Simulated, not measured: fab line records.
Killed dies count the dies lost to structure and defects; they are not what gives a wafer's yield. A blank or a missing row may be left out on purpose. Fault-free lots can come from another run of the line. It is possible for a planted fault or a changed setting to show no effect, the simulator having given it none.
Chamber matching | flow n5-finfet | pecvd-04 running N5_BEOL_M5_PECVD_70: 3 sister chambers
The step deposits SiO2 from TEOS/O2, target thk 16 nm, time 18 s. 6 wafers are shown with their chamber, then 7 later ones without.

== WAFERS, EACH WITH ITS CHAMBER ==
wafer  | chamber | throttle-valve-pct (%) | showerhead-plenum-p-Torr (Torr)
L075.4 | 0       | 21.4                   | 8.79
L079.1 | 1       | 23.8                   | 8.73
L079.3 | 2       | 21.0                   | 8.83
L079.5 | 2       | 20.9                   | 8.85
L082.1 | 0       | 21.5                   | 8.79
L082.2 | 1       | 23.7                   | 8.77

== WAFERS WHOSE CHAMBER IS MISSING ==
wafer  | throttle-valve-pct (%) | showerhead-plenum-p-Torr (Torr)
L082.6 | 20.5                   | 8.86
L087.2 | 20.8                   | 8.84
L087.4 | 20.9                   | 8.85
L087.6 | 23.6                   | 8.78
L093.2 | 23.7                   | 8.80
L093.4 | 20.9                   | 8.87
L093.6 | 23.8                   | 8.76

== CHAMBER TAKEN BY EACH ==
wafer  | from the rows above | in truth
L082.6 | 2                   | 2
L087.2 | 2                   | 2
L087.4 | 2                   | 2
L087.6 | 1                   | 1
L093.2 | 1                   | 1
L093.4 | 2                   | 2
L093.6 | 1                   | 1
Correctly placed: 7 of 7. Number that these rows cannot place: 0. 0 placed wrongly.
How it was worked out, from the rows above alone: a wafer's distance from a chamber is the root of the sum, over the readings, of the square of ((its reading less the chamber's mean) divided by the reading's scatter). The wafer belongs to the nearest chamber; if the next one is less than 2 further off, it can't be placed. The mean given for a chamber averages the wafers shown for that chamber. How the scatter is found: for the shown wafers, subtract from each reading the mean of its chamber, square and add these, divide the total by (wafers less chambers), then take the root.
